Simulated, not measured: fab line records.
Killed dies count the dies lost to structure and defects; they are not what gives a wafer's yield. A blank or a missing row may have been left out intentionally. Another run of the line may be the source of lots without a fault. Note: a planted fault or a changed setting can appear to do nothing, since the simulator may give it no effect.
A struck lot beside a sound one / flow nandHarc / 18 out of 1302 route steps
Sound: the wafers L698.1, L698.5, L698.6. The struck wafers were L716.1, L716.4, L716.6. The cause is named last.
Each step with rows lists, per side, the tool, then ch with its chambers, then its first start. Under that, the readings that differ: sound wafers / struck wafers / difference of the means / sigmas: that difference in standard deviations of wafers without a fault.
alike: same words and numbers on both sides, and readings whose means sit less than 2 such deviations apart. not compared: any withheld reading, any reading some wafer has no value for, any bound like >300 that may hide the same value, and any number with overlapping values for which the record gives no deviation.
Wherever a step has rows on one side only, a row that says differs or no value, or a row with sigmas, the two part there. Numbers that don't overlap but have no deviation are shown without sigmas and don't part them. A reading missing from all wafers of one side parts the sides only when that side holds two or more wafers.

NHARC_P_GATE_CD_MEAS_46: target cd 720 nm.
  sound on cdSem-02 ch 0, day 7 19:14; struck on cdSem-01 ch 0, day 15 01:20
  alike: cdNm
then, 1 step without rows for these wafers: NHARC_P_GATE_HARDBAKE_47 (time 80 s).
NHARC_P_GATE_DESCUM_48: chemistry O2, time 3 s.
  sound on rieDiel-02 ch 1,2,3, day 7 19:25; struck on rieDiel-07 ch 0,2, day 15 01:32
reading=drypumpMotorCurrentA (A); sound=5.9 6.1 5.5; struck=4.9 4.9 4.8; difference=-1.0; sigmas=-2
  alike: oesProductAu, rfVppV, showerheadPlenumPTorr, throttleValvePct
  not compared: rfHoursCounterH
next, for these wafers, 1 step has no rows: NHARC_P_GATE_IMPLANT_49.
NHARC_P_GATE_STRIP_111: strips in N2/H2, time 250 s.
  sound on plasmaAsher-01 ch 0,1, day 7 19:49; struck on plasmaAsher-01 ch 0, day 15 01:56
  alike: drypumpMotorCurrentA, heaterPowerW
  not compared: rfHoursCounterH
NHARC_P_GATE_STRIP_75: strips in O2.
  sound on plasmaAsher-01 ch 0,1, day 7 20:05; struck on plasmaAsher-01 ch 0, day 15 02:12
  alike: drypumpMotorCurrentA, heaterPowerW
  not compared: rfHoursCounterH
then, 6 steps without rows for these wafers: NHARC_P_GATE_STRIP_50 (strips in SPM, time 900 s); NHARC_P_GATE_DEHYDRATE_51 (time 120 s); NHARC_P_GATE_HMDS_52 (time 30 s); NHARC_P_GATE_COAT_53; NHARC_P_GATE_SOFTBAKE_54 (time 95 s); NHARC_P_GATE_EBR_55.
NHARC_P_GATE_EXPOSE_56: exposes mask P PSD, target cd 720 nm.
  sound on krfScanner-03 ch 0, day 7 20:50; struck on krfScanner-03 ch 0, day 15 02:57
reading=exposureDoseMJCm2; sound=14.794 14.803 14.806; struck=15.704 15.721 15.704; difference=+0.909; sigmas=+65
  alike: mask
then, 2 steps without rows for these wafers: NHARC_P_GATE_PEB_57 (peb time 85 s); NHARC_P_GATE_DEVELOP_58 (time 70 s).
NHARC_P_GATE_CD_MEAS_59: target cd 720 nm.
  sound on cdSem-01 ch 0, day 7 20:59; struck on cdSem-03 ch 0, day 15 03:07
reading=cdNm (nm); sound=722.8 722.4 720.6; struck=732.5 730.9 731.8; difference=+9.8; sigmas=+4
then, 1 step without rows for these wafers: NHARC_P_GATE_HARDBAKE_60 (time 80 s).
-- jump in the record: it breaks off in module P_GATE and resumes in module END (first step shown: number 1302 of the route), and 20 days separate the struck wafers' starts before and after --
NHARC_END_SORT_01:
  here the record holds rows for the struck wafers (prober-01 ch 0, day 34 23:44) but none for the sound ones

## WHERE THEY PART
Earliest at NHARC_P_GATE_DESCUM_48; latest, in this record, at NHARC_END_SORT_01.

WHY: the cause the simulator had injected
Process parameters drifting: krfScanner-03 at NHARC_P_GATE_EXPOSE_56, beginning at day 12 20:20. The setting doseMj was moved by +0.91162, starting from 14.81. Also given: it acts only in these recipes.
